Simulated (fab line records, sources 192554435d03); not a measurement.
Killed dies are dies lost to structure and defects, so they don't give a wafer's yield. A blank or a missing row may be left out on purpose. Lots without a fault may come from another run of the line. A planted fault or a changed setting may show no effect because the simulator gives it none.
Split-lot experiment | flow n5_finfet | 7 lots, 21 wafers read, on a route of 1938 steps

THE SPLIT
At N5_MOL_CONTACT_COAG_COAT_104 (time 60 s, resist thk 12 nm), the setting spin_rpm was moved away from the recipe's 1500 rpm on 3 of the 21 wafers read, by +5.9% to +10.5%. The other wafers ran this setting at the recipe's value.

FROM THE SPLIT TO THE READING: what the file shows between them, 4 steps
- N5_MOL_CONTACT_COAG_COAT_58: time 60 s, resist thk 10 nm
- N5_MOL_CONTACT_COAG_COAT_02: resist thk 30 nm
- N5_MOL_CONTACT_COAG_DESCUM_13: chemistry O2, time 7 s
- N5_MOL_CONTACT_COAG_ETCH_59: etches underlayer in N2/H2, target depth 13 nm, time 10.4 s

THE READING
etch.depth_nm (the simulator's own value, which no gauge read), in nm, at N5_MOL_CONTACT_COAG_ETCH_105 (etches SiARC in CF4, target depth 15.6 nm, time 26 s). The file gives no usual value for it. The 18 wafers here that ran the recipe average 12.00 nm, standard deviation 0.02 nm.

wafer  | tool, chamber at the split | spin_rpm as run, rpm | against the recipe | etch.depth_nm, nm | against lot-mates on the recipe
L077.4 | litho_track-01, 0          | 1500                 | recipe             | 12.01             | -
L077.5 | litho_track-01, 0          | 1500                 | recipe             | 12.03             | -
L077.6 | litho_track-01, 0          | 1500                 | recipe             | 12                | -
L081.1 | litho_track-03, 0          | 1500                 | recipe             | 12.03             | -
L081.5 | litho_track-03, 0          | 1500                 | recipe             | 11.98             | -
L081.6 | litho_track-03, 0          | 1500                 | recipe             | 12                | -
L083.3 | litho_track-03, 0          | 1500                 | recipe             | 11.98             | -
L083.6 | litho_track-03, 0          | 1500                 | recipe             | 11.98             | -
L083.4 | litho_track-03, 0          | 1500                 | recipe             | 11.96             | -
L084.4 | litho_track-01, 0          | 1500                 | recipe             | 11.98             | -
L084.5 | litho_track-01, 0          | 1500                 | recipe             | 12.01             | -
L084.6 | litho_track-01, 0          | 1500                 | recipe             | 12                | -
L088.2 | litho_track-02, 0          | 1500                 | recipe             | 12                | -
L088.5 | litho_track-02, 0          | 1500                 | recipe             | 11.97             | -
L088.6 | litho_track-02, 0          | 1589                 | +5.9%              | 11.64             | -0.34
L093.2 | litho_track-01, 0          | 1500                 | recipe             | 12                | -
L093.3 | litho_track-01, 0          | 1500                 | recipe             | 12.03             | -
L093.5 | litho_track-01, 0          | 1500                 | recipe             | 11.99             | -
L097.2 | litho_track-03, 0          | 1500                 | recipe             | 12.01             | -
L097.4 | litho_track-03, 0          | 1658                 | +10.5%             | 11.45             | -0.56
L097.5 | litho_track-03, 0          | 1658                 | +10.5%             | 11.41             | -0.60

THE FIT
A straight line over all 21 wafers: etch.depth_nm changes by -0.0547 nm for each +1% of spin_rpm; r = -0.99; the points scatter about the line by 0.022 nm.
The same after taking each lot's own level away (the mean of its wafers on the recipe; 21 wafers): -0.0554 nm for each +1%; r = -1.00; scatter 0.016 nm.
On that fit, the largest move of spin_rpm shifts the reading by 0.58 nm.
The lots' own levels span 11.973 to 12.013 nm, that is 2.0 times the standard deviation above.
So the lot-to-lot level changes the slope little: the two slopes agree.
Check: with one of the wafers moved furthest among these (+10.5%) left out of the fit, the line predicts -0.603 nm for it against its lot-mates. It came out at -0.56 nm against them.

OTHER SPLITS ON THESE WAFERS
These wafers also went through other splits before the reading. Each is held against what the fit with the lots' levels taken away leaves over:
other split on the same wafers | wafers away from the commonest value | r with etch.depth_nm (lot level and that fit taken away)
N5_HKMG_FIN_CVD_62 temp_c      | 7                                    | -0.33
N5_GATE_CUT_COAT_07 spin_rpm   | 5                                    | -0.33
N5_GATE_CUT_EXPOSE_10 dose_mj  | 5                                    | -0.42

THE WHOLE CHAIN: every reading that the file lists as answering this split, in the file's order
step                         | what it does                                         | reading                                                                                    | change (the file's fit)                | r (the file's)
N5_MOL_CONTACT_COAG_COAT_104 | time 60 s, resist thk 12 nm                          | SiARC_of_MOL_CONTACT_COAG_COAT_104.thk_nm (the simulator's own value, which no gauge read) | -0.0595 nm for each +1% of the setting | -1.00
N5_MOL_CONTACT_COAG_ETCH_105 | etches SiARC in CF4, target depth 15.6 nm, time 26 s | etch.depth_nm (the simulator's own value, which no gauge read)                             | -0.0561 nm for each +1% of the setting | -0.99

THE FILE'S OWN FIT
etch.depth_nm changes by -0.0561 nm for each +1% of spin_rpm, r = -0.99.
